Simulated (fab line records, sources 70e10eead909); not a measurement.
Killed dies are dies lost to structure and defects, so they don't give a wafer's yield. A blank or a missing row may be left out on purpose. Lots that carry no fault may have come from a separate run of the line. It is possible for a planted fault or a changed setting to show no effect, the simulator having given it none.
What tool caused it? | flow nandHarc | 13 lots, 39 wafers sampled, at 3 steps of a route of 1159

WHAT THE GAUGES READ, wafer by wafer
NHARC_END_SORT_01.
lot  | measured     | on        | killedAtArray | killedAtOther | killedAtPeriphery | killedDies | killedOpen | killedShort
L440 | day 21 21:05 | prober-02 | 108 113 74    | 0 0 0         | 4 0 2             | 112 113 76 | 4 5 3      | 2 1 3
L446 | day 24 03:14 | prober-02 | 26 37 35      | 0 0 0         | 4 4 3             | 30 41 38   | 3 7 7      | 1 3 4

WHAT TOOL EACH LOT RAN ON (gives the tool, then ch and the chambers of the sampled wafers, and finally the start)
lot  | NHARC_A_CONTACT_ETCH_122           | NHARC_THIN_TSV_ETCHBACK_48
L434 | harCapEtch-03 ch 0,1, day 16 01:08 | rieDiel-05 ch 1,2,3, day 19 12:20
L436 | harCapEtch-01 ch 0,1, day 17 06:20 | rieDiel-04 ch 0,1,2, day 19 18:58
L437 | harCapEtch-03 ch 0,1, day 17 06:22 | rieDiel-05 ch 1,2,3, day 19 19:53
L438 | harCapEtch-01 ch 0,1, day 18 06:44 | rieDiel-04 ch 1,2, day 20 19:14
L440 | harCapEtch-03 ch 0,1, day 18 23:34 | rieDiel-12 ch 1,2, day 21 06:53
L444 | harCapEtch-02 ch 0,1, day 19 08:28 | rieDiel-04 ch 0,1,2, day 21 14:25
L449 | harCapEtch-01 ch 0,1, day 19 19:47 | rieDiel-05 ch 0,1,3, day 21 20:09
L446 | harCapEtch-01 ch 0,1, day 20 01:45 | rieDiel-04 ch 0,2,3, day 23 08:23
L451 | harCapEtch-01 ch 0,1, day 20 03:44 | rieDiel-04 ch 0,1,3, day 23 00:32
L452 | harCapEtch-02 ch 0,1, day 20 23:22 | rieDiel-12 ch 1,2, day 23 05:47
L453 | harCapEtch-01 ch 0,1, day 21 06:25 | rieDiel-04 ch 1,2,3, day 23 14:30
L456 | harCapEtch-02 ch 0,1, day 21 16:04 | rieDiel-05 ch 1,2, day 23 20:07
L455 | harCapEtch-01 ch 0,1, day 21 23:55 | rieDiel-05 ch 0,2,3, day 24 08:51
- NHARC_A_CONTACT_ETCH_122: etches the open film in C4F8/O2/Ar, time 95 s, target depth 930 nm.
- NHARC_THIN_TSV_ETCHBACK_48: etches the open film in C4F8/Ar, target depth 1028.5 nm, time 405.17 s.

WHAT THE TOOLS THEMSELVES READ (means of the sampled wafers that have a number; where no wafer has one, the mark that the record gives instead)
NHARC_THIN_TSV_ETCHBACK_48.
lot  | tool       | oesProductAu (a.u.) | rfVppV (V)
L434 | rieDiel-05 | 0.93                | 547
L436 | rieDiel-04 | 0.92                | 546
L437 | rieDiel-05 | 0.93                | 548
L438 | rieDiel-04 | 1.01                | 547
L440 | rieDiel-12 | 0.92                | 545
L444 | rieDiel-04 | 0.96                | 545
L449 | rieDiel-05 | 0.92                | 544
L446 | rieDiel-04 | 1.00                | 545
L451 | rieDiel-04 | 0.92                | 543
L452 | rieDiel-12 | 0.92                | 545
L453 | rieDiel-04 | 0.97                | 545
L456 | rieDiel-05 | 1.00                | 545
L455 | rieDiel-05 | 0.96                | 549

THE ANSWER, worked out from the rows above alone
Rule: the usual values come from the lots themselves. Put in order of their means at a reading, lots are off if they are a third of the lots or fewer, leave a main group of 4 or more, and stand apart from it by a gap of 3 or more times the standard deviation of the main group's means; of several such gaps the widest counts. Not used: any main group whose means are identical at the precision the tables above print for the reading. Also off: a lot with no number at a reading for which 4 or more lots have one. Any other lot the step has rows for is counted as sound. After the gauges, taken in route order, come the tools' own readings; for these a lot's mean is taken, as printed above. At the first step where some lot is off, the reading lying furthest off is the one used; lots without a number count as furthest.
None of the lots is off at any reading shown; this tells nothing.

WHAT THE SIMULATOR PUT IN
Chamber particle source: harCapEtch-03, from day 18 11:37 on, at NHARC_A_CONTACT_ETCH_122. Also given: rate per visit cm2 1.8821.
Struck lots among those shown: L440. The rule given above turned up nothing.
